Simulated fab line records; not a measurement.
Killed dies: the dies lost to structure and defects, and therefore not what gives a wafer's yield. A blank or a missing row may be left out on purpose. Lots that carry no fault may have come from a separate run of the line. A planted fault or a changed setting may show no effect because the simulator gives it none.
Chamber matching ; flow n5-finfet ; 4 sister chambers for N5_DUMMY_GATE_ETCH_31 on rie-diel-02
The step etches SiO2 in C4F6/O2, target depth 82.5 nm, time 27.5 s. 4 wafers are shown with their chamber, then 10 later ones without.

== EACH WAFER AND ITS CHAMBER ==
wafer;chamber;rf-vpp-V (V)
L082.1;1;718
L082.3;3;645
L083.2;2;680
L083.5;0;661

== WAFERS WITH NO CHAMBER GIVEN ==
wafer;rf-vpp-V (V)
L083.6;718
L089.1;716
L089.4;644
L089.6;659
L090.1;717
L090.3;681
L090.5;644
L096.2;643
L096.4;643
L096.6;718

== WHICH CHAMBER EACH WENT THROUGH ==
wafer;from the rows above;in truth
L083.6;1;1
L089.1;1;1
L089.4;3;3
L089.6;0;0
L090.1;1;1
L090.3;2;2
L090.5;3;3
L096.2;3;3
L096.4;3;3
L096.6;1;1
Placed correctly: 10 of 10. Number that these rows cannot place: 0. Number placed wrongly: 0.
How it was worked out, from the rows above alone: a wafer's distance from a chamber is the root of the sum, over the readings, of the square of ((its reading less the chamber's mean) divided by the reading's scatter). The wafer belongs to the nearest chamber; if the next one is less than 2 further off, it can't be placed. For every chamber, the mean is computed from those of its wafers that are shown. The scatter: with one shown wafer a chamber, the root of the mean of the squares of how far each hidden wafer lies from its nearest shown one.
